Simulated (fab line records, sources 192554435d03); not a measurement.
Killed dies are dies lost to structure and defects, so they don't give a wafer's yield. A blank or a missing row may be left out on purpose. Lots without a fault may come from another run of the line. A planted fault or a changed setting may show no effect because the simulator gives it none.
Which tool did it? | flow n5_finfet | 7 lots, 21 wafers sampled, at 4 steps of a route of 1938

WHAT THE GAUGES READ, wafer by wafer
N5_BEOL_M6_CD_MEAS_18: pitch 80 nm, target cd 40 nm.
lot  | measured     | on        | cd_nm (nm)
L488 | day 9 08:16  | cd_sem-02 | 40.1 39.3 39.4
L495 | day 10 20:45 | cd_sem-02 | - - -
L501 | day 12 14:58 | cd_sem-01 | 41.3 40.4 40.1
L503 | day 12 23:39 | cd_sem-02 | 39.7 40.5 39.9
L506 | day 13 17:23 | cd_sem-02 | 39.0 40.1 39.8
L507 | day 14 10:02 | cd_sem-02 | 40.8 40.6 40.0
L509 | day 14 23:56 | cd_sem-02 | 39.1 39.3 39.4

WHICH TOOL RAN EACH LOT (tool, then ch and the chambers of the sampled wafers, then the start)
lot  | N5_BEOL_M5_SPUTTER_90        | N5_BEOL_M6_PECVD_70             | N5_BEOL_M6_HM_OPEN_17
L488 | pvd_sputter-01, day 9 01:37  | pecvd-04 ch 1, day 9 04:52      | rie_metal-02 ch 0,1, day 9 08:05
L495 | pvd_sputter-03, day 10 14:09 | pecvd-02 ch 0,1,2, day 10 19:10 | rie_metal-01 ch 0,1, day 10 20:31
L501 | pvd_sputter-03, day 12 10:13 | pecvd-01 ch 0,1,2, day 12 12:04 | rie_metal-01 ch 0,1, day 12 14:49
L503 | pvd_sputter-03, day 12 19:59 | pecvd-04 ch 0,1,2, day 12 21:43 | rie_metal-03 ch 0, day 12 23:28
L506 | pvd_sputter-01, day 13 14:34 | pecvd-02 ch 0,1,2, day 13 16:18 | rie_metal-02 ch 0,1, day 13 17:12
L507 | pvd_sputter-02, day 14 05:19 | pecvd-04 ch 0,1,2, day 14 07:04 | rie_metal-03 ch 0,1, day 14 09:47
L509 | pvd_sputter-03, day 14 19:46 | pecvd-04 ch 0,2, day 14 22:23   | rie_metal-03 ch 0,1, day 14 23:45
- N5_BEOL_M5_SPUTTER_90: material Cu, target thk 4.5 nm, time 8.29 s.
- N5_BEOL_M6_PECVD_70: deposits SiO2 from TEOS/O2, target thk 20 nm, time 22.7 s.
- N5_BEOL_M6_HM_OPEN_17: chemistry Cl2/BCl3, target TiN, target depth 20 nm, overetch 6 nm.

THE ANSWER, worked out from the rows above alone
Rule: what is usual is taken from the lots themselves. Put in order of their means at a reading, lots are off if they are a third of the lots or fewer, leave a main group of 4 or more, and stand apart from it by a gap of 3 or more times the standard deviation of the main group's means; of several such gaps the widest counts. A main group whose means are all the same, to the digits that the tables above print for the reading, isn't used. A lot without any number at a reading at which 4 lots or more have one is off too. The other lots that the step has rows for count as sound.
Off: L495, at N5_BEOL_M6_CD_MEAS_18 (cd_nm). Without a number there: L495. The main group: mean 39.9 nm, standard deviation 0.48.
A tool fits if, at a process step before that reading, it ran every lot that is off, and no sound lot after the first of them. The gauges at N5_BEOL_M6_CD_MEAS_18 are tried like those tools. None of those tried fits.

WHAT THE SIMULATOR HAD PUT IN
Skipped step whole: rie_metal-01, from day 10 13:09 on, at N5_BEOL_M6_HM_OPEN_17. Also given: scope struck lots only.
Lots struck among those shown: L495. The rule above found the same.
